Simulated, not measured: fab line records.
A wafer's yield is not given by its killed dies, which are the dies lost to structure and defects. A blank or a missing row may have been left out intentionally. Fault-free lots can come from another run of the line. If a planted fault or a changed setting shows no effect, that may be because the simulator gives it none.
Which tool was responsible? | flow n5 finfet | Sampling: 24 lots, 72 wafers, 6 of 1938 route steps

== WHAT EACH GAUGE READ, for each wafer ==
N5_BEOL_M15_CD_MEAS_10: the cd target is 360 nm.
lot  | measured     | on        | cd nm (nm)
L074 | day 10 17:35 | cd sem-01 | 361.2 361.3 360.5
L076 | day 10 23:21 | cd sem-01 | 358.8 357.9 358.0
L075 | day 11 00:37 | cd sem-01 | 360.6 361.8 362.1
L077 | day 11 20:17 | cd sem-02 | 360.1 360.2 358.2
L080 | day 11 22:29 | cd sem-03 | 360.3 360.1 358.6
L079 | day 12 03:33 | cd sem-03 | 362.7 361.0 361.5
L078 | day 12 05:50 | cd sem-01 | 360.1 361.3 362.0
L081 | day 12 13:17 | cd sem-03 | 360.4 360.8 360.4
L083 | day 12 18:35 | cd sem-02 | 361.3 360.0 359.7
L082 | day 12 21:33 | cd sem-01 | 359.6 363.4 359.5
L084 | day 12 22:13 | cd sem-02 | 356.8 359.8 360.2
L085 | day 13 09:57 | cd sem-02 | 358.2 358.4 361.3
L086 | day 13 17:41 | cd sem-02 | 357.3 357.6 357.4
L087 | day 13 20:19 | cd sem-01 | 362.2 358.6 359.4
L088 | day 14 10:46 | cd sem-01 | 361.9 362.9 362.7
L090 | day 14 12:44 | cd sem-03 | 361.7 357.5 358.1
L091 | day 14 18:28 | cd sem-02 | 358.6 358.6 360.0
L089 | day 14 19:55 | cd sem-03 | 358.8 359.9 358.0
L092 | day 14 21:42 | cd sem-02 | 360.2 362.8 362.2
L093 | day 15 01:43 | cd sem-03 | 359.6 360.6 360.9
L094 | day 15 04:37 | cd sem-01 | 358.9 358.5 358.6
L095 | day 16 07:20 | cd sem-03 | 360.9 361.2 360.3
L096 | day 16 07:36 | cd sem-02 | 361.9 362.6 359.8
L097 | day 16 21:03 | cd sem-02 | 362.3 362.1 361.7

N5_MIM_BOT_LITHO_OVL_MEAS_11.
lot  | measured     | on         | MIM_BOT_OVL (nm)
L074 | day 11 02:27 | overlay-02 | 8 2 4
L076 | day 11 07:29 | overlay-01 | 1 5 -3
L075 | day 11 11:48 | overlay-01 | 4 -2 2
L077 | day 12 05:12 | overlay-02 | -3 7 2
L080 | day 12 07:26 | overlay-02 | 3 0 7
L079 | day 12 12:24 | overlay-02 | 9 5 7
L078 | day 12 14:33 | overlay-01 | -5 -1 2
L081 | day 12 23:34 | overlay-02 | -2 1 1
L083 | day 13 04:24 | overlay-02 | 7 3 8
L082 | day 13 06:17 | overlay-02 | 12 4 0
L084 | day 13 07:34 | overlay-02 | 7 0 10
L085 | day 13 20:36 | overlay-01 | -1 -6 3
L086 | day 14 03:52 | overlay-02 | 10 2 -2
L087 | day 14 05:14 | overlay-01 | 0 4 9
L088 | day 14 18:53 | overlay-01 | 3 -1 -1
L090 | day 14 21:37 | overlay-01 | 7 2 0
L091 | day 15 03:59 | overlay-01 | 2 0 -4
L089 | day 15 04:17 | overlay-01 | 3 -4 -3
L092 | day 15 05:55 | overlay-02 | 5 14 11
L093 | day 15 10:17 | overlay-02 | -5 -5 6
L094 | day 15 15:32 | overlay-01 | 5 2 4
L095 | day 16 16:04 | overlay-01 | 13 -5 -3
L096 | day 16 18:46 | overlay-02 | -2 -9 3
L097 | day 17 07:35 | overlay-01 | 4 0 4

== EACH LOT AND THE TOOL THAT RAN IT (in order: tool; ch and the chambers of the sampled wafers; start) ==
lot  | N5_BEOL_M14_SPUTTER_44       | N5_BEOL_M15_STRIP_64                          | N5_BEOL_M15_PRE_CLEAN_42     | N5_MIM_TOP_SPUTTER_03
L074 | pvd sputter-02, day 10 15:52 | rie diel-05 ch 1,2,3, day 10 20:02 or earlier | pvd sputter-03, day 10 20:02 | pvd sputter-01, day 11 01:01
L076 | pvd sputter-01, day 10 21:38 | rie diel-03 ch 2,3, day 11 01:59 or earlier   | pvd sputter-03, day 11 01:59 | pvd sputter-02, day 11 06:10
L075 | pvd sputter-01, day 10 22:52 | rie diel-03 ch 0,3, day 11 05:03 or earlier   | pvd sputter-02, day 11 05:03 | pvd sputter-02, day 11 10:26
L077 | pvd sputter-03, day 11 18:32 | rie diel-01 ch 0,1, day 11 23:13 or earlier   | pvd sputter-03, day 11 23:13 | pvd sputter-02, day 12 03:52
L080 | pvd sputter-03, day 11 20:40 | rie diel-03 ch 0,2, day 12 01:22 or earlier   | pvd sputter-03, day 12 01:22 | pvd sputter-01, day 12 06:17
L079 | pvd sputter-01, day 12 01:42 | rie diel-01 ch 0,1, day 12 07:00 or earlier   | pvd sputter-01, day 12 07:00 | pvd sputter-02, day 12 10:16
L078 | pvd sputter-01, day 12 03:59 | rie diel-01 ch 0,1,3, day 12 08:37 or earlier | pvd sputter-01, day 12 08:37 | pvd sputter-02, day 12 12:32
L081 | pvd sputter-01, day 12 11:33 | rie diel-03 ch 1,2,3, day 12 16:14 or earlier | pvd sputter-03, day 12 16:14 | pvd sputter-01, day 12 22:13
L083 | pvd sputter-02, day 12 16:52 | rie diel-01 ch 0,1,2, day 12 22:29 or earlier | pvd sputter-01, day 12 22:29 | pvd sputter-02, day 13 02:59
L082 | pvd sputter-02, day 12 19:42 | rie diel-01 ch 0,2,3, day 13 00:13 or earlier | pvd sputter-01, day 13 00:13 | pvd sputter-03, day 13 04:53
L084 | pvd sputter-02, day 12 20:22 | rie diel-05 ch 0,2, day 13 00:56 or earlier   | pvd sputter-01, day 13 00:56 | pvd sputter-01, day 13 05:44
L085 | pvd sputter-01, day 13 08:03 | rie diel-05 ch 0,2,3, day 13 14:51 or earlier | pvd sputter-02, day 13 14:51 | pvd sputter-03, day 13 18:58
L086 | pvd sputter-03, day 13 15:49 | rie diel-03 ch 0,1,2, day 13 21:15 or earlier | pvd sputter-02, day 13 21:15 | pvd sputter-02, day 14 02:16
L087 | pvd sputter-03, day 13 18:35 | rie diel-05 ch 1,2, day 14 00:14 or earlier   | pvd sputter-01, day 14 00:14 | pvd sputter-03, day 14 04:05
L088 | pvd sputter-01, day 14 09:01 | rie diel-01 ch 1,2,3, day 14 13:27 or earlier | pvd sputter-03, day 14 13:27 | pvd sputter-02, day 14 17:41
L090 | pvd sputter-03, day 14 10:56 | rie diel-03 ch 0,1,2, day 14 16:05 or earlier | pvd sputter-01, day 14 16:05 | pvd sputter-03, day 14 19:58
L091 | pvd sputter-01, day 14 16:37 | rie diel-03 ch 0,2,3, day 14 21:23 or earlier | pvd sputter-02, day 14 21:23 | pvd sputter-01, day 15 02:37
L089 | pvd sputter-02, day 14 17:55 | rie diel-01 ch 0,1,2, day 14 22:38 or earlier | pvd sputter-03, day 14 22:38 | pvd sputter-01, day 15 03:08
L092 | pvd sputter-03, day 14 19:28 | rie diel-03 ch 2,3, day 15 00:05 or earlier   | pvd sputter-01, day 15 00:05 | pvd sputter-02, day 15 04:46
L093 | pvd sputter-02, day 14 23:40 | rie diel-03 ch 2,3, day 15 05:04 or earlier   | pvd sputter-02, day 15 05:04 | pvd sputter-01, day 15 09:00
L094 | pvd sputter-03, day 15 02:53 | rie diel-01 ch 1,2, day 15 10:01 or earlier   | pvd sputter-01, day 15 10:01 | pvd sputter-03, day 15 14:19
L095 | pvd sputter-02, day 16 05:37 | rie diel-05 ch 0,1,2, day 16 11:32 or earlier | pvd sputter-03, day 16 11:32 | pvd sputter-01, day 16 14:47
L096 | pvd sputter-03, day 16 05:39 | rie diel-05 ch 1,2,3, day 16 12:24 or earlier | pvd sputter-02, day 16 12:24 | pvd sputter-02, day 16 17:29
L097 | pvd sputter-02, day 16 19:01 | rie diel-03 ch 0,2,3, day 17 01:34 or earlier | pvd sputter-02, day 17 01:34 | pvd sputter-02, day 17 06:20
- N5_BEOL_M14_SPUTTER_44: material Ta, target thk 15 nm, time 24.19 s.
- N5_BEOL_M15_STRIP_64: strips in O2.
- N5_BEOL_M15_PRE_CLEAN_42: time 30 s.
- N5_MIM_TOP_SPUTTER_03: material TiN, target thk 35 nm, time 89.7 s.

== WHAT THE TOOLS THEMSELVES READ (means of the sampled wafers that have a number; where no wafer has one, the mark that the record gives instead) ==
N5_BEOL_M14_SPUTTER_44.
lot  | tool           | cathode dc power W (W) | throttle valve pct (%)
L074 | pvd sputter-02 | 15000                  | 29.6
L076 | pvd sputter-01 | 15001                  | 29.2
L075 | pvd sputter-01 | 14999                  | 29.0
L077 | pvd sputter-03 | 15002                  | 29.1
L080 | pvd sputter-03 | 14997                  | 30.4
L079 | pvd sputter-01 | 14999                  | 28.9
L078 | pvd sputter-01 | 14999                  | 28.8
L081 | pvd sputter-01 | 15000                  | 28.9
L083 | pvd sputter-02 | 14996                  | 29.5
L082 | pvd sputter-02 | 14999                  | 28.8
L084 | pvd sputter-02 | 14998                  | 29.7
L085 | pvd sputter-01 | 15002                  | 29.8
L086 | pvd sputter-03 | 14998                  | 30.2
L087 | pvd sputter-03 | 15002                  | 29.3
L088 | pvd sputter-01 | 14999                  | 28.8
L090 | pvd sputter-03 | 15001                  | 30.2
L091 | pvd sputter-01 | 15001                  | 29.0
L089 | pvd sputter-02 | 15002                  | 28.6
L092 | pvd sputter-03 | 14999                  | 31.0
L093 | pvd sputter-02 | 14997                  | 29.2
L094 | pvd sputter-03 | 14999                  | 31.4
L095 | pvd sputter-02 | 14998                  | 28.7
L096 | pvd sputter-03 | 14997                  | 30.5
L097 | pvd sputter-02 | 15001                  | 29.4

N5_BEOL_M15_STRIP_64.
lot  | tool        | drypump motor current A (A) | oes product au (a.u.) | rf vpp V (V) | showerhead plenum p Torr (Torr) | throttle valve pct (%)
L074 | rie diel-05 | 6.2                         | 0.77                  | 3.8          | 2.19                            | 16.45
L076 | rie diel-03 | 5.3                         | 0.71                  | 3.6          | 2.12                            | 16.81
L075 | rie diel-03 | 5.7                         | 0.71                  | 3.3          | 2.12                            | 16.86
L077 | rie diel-01 | 5.5                         | 0.83                  | 3.4          | 2.13                            | 16.74
L080 | rie diel-03 | 5.6                         | 0.72                  | 3.4          | 2.06                            | 16.85
L079 | rie diel-01 | 5.5                         | 0.83                  | 3.9          | 2.12                            | 16.75
L078 | rie diel-01 | 5.4                         | 0.77                  | 3.6          | 2.07                            | 16.72
L081 | rie diel-03 | 5.5                         | 0.86                  | 3.8          | 2.07                            | 16.54
L083 | rie diel-01 | 5.2                         | 0.87                  | 3.6          | 2.09                            | 16.72
L082 | rie diel-01 | 5.1                         | 0.82                  | 3.4          | 2.04                            | 16.70
L084 | rie diel-05 | 6.4                         | 0.76                  | 3.4          | 2.11                            | 16.47
L085 | rie diel-05 | 6.1                         | 0.73                  | 3.2          | 2.10                            | 16.58
L086 | rie diel-03 | 5.7                         | 0.76                  | 3.8          | 2.04                            | 16.75
L087 | rie diel-05 | 6.6                         | 0.78                  | 3.8          | 2.19                            | 16.38
L088 | rie diel-01 | 5.4                         | 0.80                  | 3.7          | 2.05                            | 16.73
L090 | rie diel-03 | 5.7                         | 0.75                  | 3.8          | 2.04                            | 16.76
L091 | rie diel-03 | 5.5                         | 0.78                  | 2.9          | 2.08                            | 16.70
L089 | rie diel-01 | 5.2                         | 0.85                  | 3.7          | 2.09                            | 16.75
L092 | rie diel-03 | 5.3                         | 0.85                  | 3.5          | 2.11                            | 16.52
L093 | rie diel-03 | 5.3                         | 0.85                  | 4.1          | 2.11                            | 16.52
L094 | rie diel-01 | 5.5                         | 0.83                  | 3.7          | 2.09                            | 16.78
L095 | rie diel-05 | 6.2                         | 0.75                  | 3.1          | 2.10                            | 16.55
L096 | rie diel-05 | 6.2                         | 0.80                  | 3.8          | 2.18                            | 16.37
L097 | rie diel-03 | 5.5                         | 0.76                  | 3.2          | 2.08                            | 16.72

N5_BEOL_M15_PRE_CLEAN_42.
lot  | tool           | heater power w (W)
L074 | pvd sputter-03 | 478
L076 | pvd sputter-03 | 496
L075 | pvd sputter-02 | 452
L077 | pvd sputter-03 | 471
L080 | pvd sputter-03 | 483
L079 | pvd sputter-01 | 462
L078 | pvd sputter-01 | 440
L081 | pvd sputter-03 | 499
L083 | pvd sputter-01 | 436
L082 | pvd sputter-01 | 441
L084 | pvd sputter-01 | 465
L085 | pvd sputter-02 | 425
L086 | pvd sputter-02 | 448
L087 | pvd sputter-01 | 474
L088 | pvd sputter-03 | 498
L090 | pvd sputter-01 | 469
L091 | pvd sputter-02 | 452
L089 | pvd sputter-03 | 481
L092 | pvd sputter-01 | 484
L093 | pvd sputter-02 | 452
L094 | pvd sputter-01 | 452
L095 | pvd sputter-03 | 471
L096 | pvd sputter-02 | 446
L097 | pvd sputter-02 | 443

N5_MIM_TOP_SPUTTER_03.
lot  | tool           | cathode dc power W (W) | throttle valve pct (%)
L074 | pvd sputter-01 | 3000.2                 | 29.2
L076 | pvd sputter-02 | 2999.8                 | 30.4
L075 | pvd sputter-02 | 3000.9                 | 28.6
L077 | pvd sputter-02 | 2999.8                 | 28.8
L080 | pvd sputter-01 | 2999.4                 | 28.4
L079 | pvd sputter-02 | 3000.2                 | 29.3
L078 | pvd sputter-02 | 2999.9                 | 29.6
L081 | pvd sputter-01 | 2999.6                 | 29.0
L083 | pvd sputter-02 | 2999.9                 | 29.3
L082 | pvd sputter-03 | 3000.2                 | 30.4
L084 | pvd sputter-01 | 3000.0                 | 28.8
L085 | pvd sputter-03 | 3000.1                 | 31.0
L086 | pvd sputter-02 | 3000.3                 | 29.6
L087 | pvd sputter-03 | 2999.8                 | 30.3
L088 | pvd sputter-02 | 2999.7                 | 29.5
L090 | pvd sputter-03 | 3000.0                 | 30.9
L091 | pvd sputter-01 | 3000.1                 | 29.2
L089 | pvd sputter-01 | 3000.2                 | 28.8
L092 | pvd sputter-02 | 2999.7                 | 29.4
L093 | pvd sputter-01 | 3000.0                 | 29.2
L094 | pvd sputter-03 | 2999.7                 | 29.2
L095 | pvd sputter-01 | 3000.4                 | 29.0
L096 | pvd sputter-02 | 2999.5                 | 29.6
L097 | pvd sputter-02 | 3000.3                 | 29.4

== THE ANSWER, worked out from the rows above alone ==
Rule: usual is defined by the lots themselves. Put in order of their means at a reading, lots are off if they are a third of the lots or fewer, leave a main group of 4 or more, and stand apart from it by a gap of 3 or more times the standard deviation of the main group's means; of several such gaps the widest counts. If all means in a main group match to the digits the tables above print for the reading, that group is not used. A lot without any number at a reading at which 4 lots or more have one is off too. All remaining lots with rows at the step are treated as sound. Order of review: gauges by route order, followed by the tools' own readings, for which a lot's mean as printed above is used. At the first step where some lot is off, the reading lying furthest off is the one used; lots without a number count as furthest.
Across all readings shown, no lot is off: no conclusion can be drawn from this.

== WHAT THE SIMULATOR PUT IN ==
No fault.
